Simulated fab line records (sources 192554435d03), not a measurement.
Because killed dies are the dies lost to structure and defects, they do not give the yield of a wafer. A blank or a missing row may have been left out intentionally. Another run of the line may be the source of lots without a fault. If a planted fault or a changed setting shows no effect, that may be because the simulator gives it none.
Chamber matching ; flow n5_finfet ; uv_cure-02 running N5_BEOL_M10_CURE_71: 3 sister chambers
The step cures SiCOH lowk, time 240 s. 3 wafers are shown with their chamber, then 9 later ones without.

EACH WAFER AND ITS CHAMBER
wafer;chamber;wafer_temp_C_max
L081.6;0;386.8
L083.5;1;386.5
L080.5;2;386.9

WAFERS WHOSE CHAMBER IS MISSING
wafer;wafer_temp_C_max
L086.2;387.2
L086.3;386.4
L086.4;386.9
L091.2;386.1
L091.4;386.5
L091.5;386.6
L092.1;386.8
L092.2;386.5
L092.3;386.7

THE CHAMBER EACH PASSED THROUGH
wafer;from the rows above;in truth
L086.2;can't be placed: 2 or 0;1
L086.3;can't be placed: 1 or 0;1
L086.4;can't be placed: 2 or 0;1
L091.2;can't be placed: 1 or 0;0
L091.4;can't be placed: 1 or 0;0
L091.5;can't be placed: 1 or 0 or 2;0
L092.1;can't be placed: 0 or 2 or 1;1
L092.2;can't be placed: 1 or 0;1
L092.3;can't be placed: 0 or 1 or 2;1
Correctly placed: 0 of 9. Not placeable from these rows: 9 (in 7, the candidates include the true chamber). Placed wrongly: 0.
How it was worked out, from the rows above alone: a wafer's distance from a chamber is the root of the sum, over the readings, of the square of ((its reading less the chamber's mean) divided by the reading's scatter). The wafer belongs to the nearest chamber; if the next one is less than 2 further off, it can't be placed. A chamber's mean is the mean of its shown wafers. The scatter: with one shown wafer a chamber, the root of the mean of the squares of how far each hidden wafer lies from its nearest shown one.
